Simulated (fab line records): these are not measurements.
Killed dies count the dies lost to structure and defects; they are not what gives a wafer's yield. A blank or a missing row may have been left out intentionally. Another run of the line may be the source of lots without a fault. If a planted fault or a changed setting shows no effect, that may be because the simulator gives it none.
A struck lot beside a sound one | flow nand-harc | 14 steps out of a route of 1302
Sound: these wafers, L294.2, L294.4, L294.5. Struck: wafers L306.1, L306.4, L306.5. Last of all comes the cause.
Order at every step that has rows: each side's tool, ch and its chambers, its first start. Under that, the readings that differ: sound wafers | struck wafers | difference of the means | sigmas: that difference in standard deviations of wafers without a fault.
alike: readings whose means differ by less than 2 such deviations, and words and numbers that are the same on both sides. not compared: withheld readings, readings that some wafer has no value for, bounds like >300 that may hide the same value, and numbers for which the record gives no deviation and whose values overlap.
Wherever a step has rows on one side only, a row that says differs or no value, or a row with sigmas, the two part there. Numbers that have no deviation but don't overlap get no sigmas and don't part them. A reading that every wafer of one side lacks parts them only if that side has two wafers or more.

NHARC_A_ONON_D1_THK_MEAS_34: measures by ellipsometry.
  struck on film-metro-01, day 13 00:28; sound on film-metro-02, day 8 10:47
  alike: thk-nm
NHARC_A_ONON_D1_INSPECT_32:
  struck on defect-inspect-01, day 13 00:32; sound on defect-inspect-01, day 8 10:53
  alike: raw-defect-count
NHARC_A_CHANNEL_HOLE_D1_DEP_00: deposits aC, target thk 3100 nm.
  sound on acl-dep-03 ch 0, day 8 11:34; struck on acl-dep-01 ch 0, day 13 01:20
  alike: throttle-valve-pct
NHARC_A_CHANNEL_HOLE_D1_DEP_01: deposits SiON, target thk 140 nm.
  sound on pecvd-04 ch 0,1,2, day 8 13:13; struck on pecvd-03 ch 0,1,2, day 13 03:14
  reading            | sound       | struck      | difference | sigmas
  heater-power-w (W) | 791 903 817 | 806 574 716 | -138       | -2
then, 7 steps without rows for these wafers: NHARC_A_CHANNEL_HOLE_D1_DEHYDRATE_02 (time 120 s); NHARC_A_CHANNEL_HOLE_D1_HMDS_03 (time 30 s); NHARC_A_CHANNEL_HOLE_D1_COAT_36 (time 75 s); NHARC_A_CHANNEL_HOLE_D1_COAT_37 (time 65 s); NHARC_A_CHANNEL_HOLE_D1_COAT_04 (resist thk 90 nm); NHARC_A_CHANNEL_HOLE_D1_SOFTBAKE_05 (time 55 s); NHARC_A_CHANNEL_HOLE_D1_EBR_06.
NHARC_A_CHANNEL_HOLE_D1_EXPOSE_07: exposes mask HOLE D1, target cd 100 nm.
  sound on arfi-scanner-03 ch 0, day 8 13:38; struck on arfi-scanner-03 ch 0, day 13 03:49
  reading                                   | sound                | struck            | difference | sigmas
  model.A_CHANNEL_HOLE_D1.overlay-x-nm (nm) | 0.1308 0.1308 0.1308 | 1.563 1.563 1.563 | +1.432     |
  alike: mask, focus-offset-nm
then, 1 step without rows for these wafers: NHARC_A_CHANNEL_HOLE_D1_PEB_08 (peb time 65 s).
-- the record jumps here: 16 days lie between the struck wafers' starts before and after (it left off in module A_CHANNEL_HOLE_D1 and takes up again in module END, whose first step shown is number 1302 of the route) --
NHARC_END_SORT_01:
  sound on prober-01 ch 0, day 24 23:43; struck on prober-02 ch 0, day 28 22:34
  alike: killed-at-array, killed-at-other, killed-at-periphery, killed-dies, killed-open, killed-short

== WHERE THEY PART ==
Only at NHARC_A_CHANNEL_HOLE_D1_DEP_01, within this record. Later steps at which nothing parts them and some readings are alike: NHARC_A_CHANNEL_HOLE_D1_EXPOSE_07, NHARC_END_SORT_01.

WHY: the cause the simulator had injected
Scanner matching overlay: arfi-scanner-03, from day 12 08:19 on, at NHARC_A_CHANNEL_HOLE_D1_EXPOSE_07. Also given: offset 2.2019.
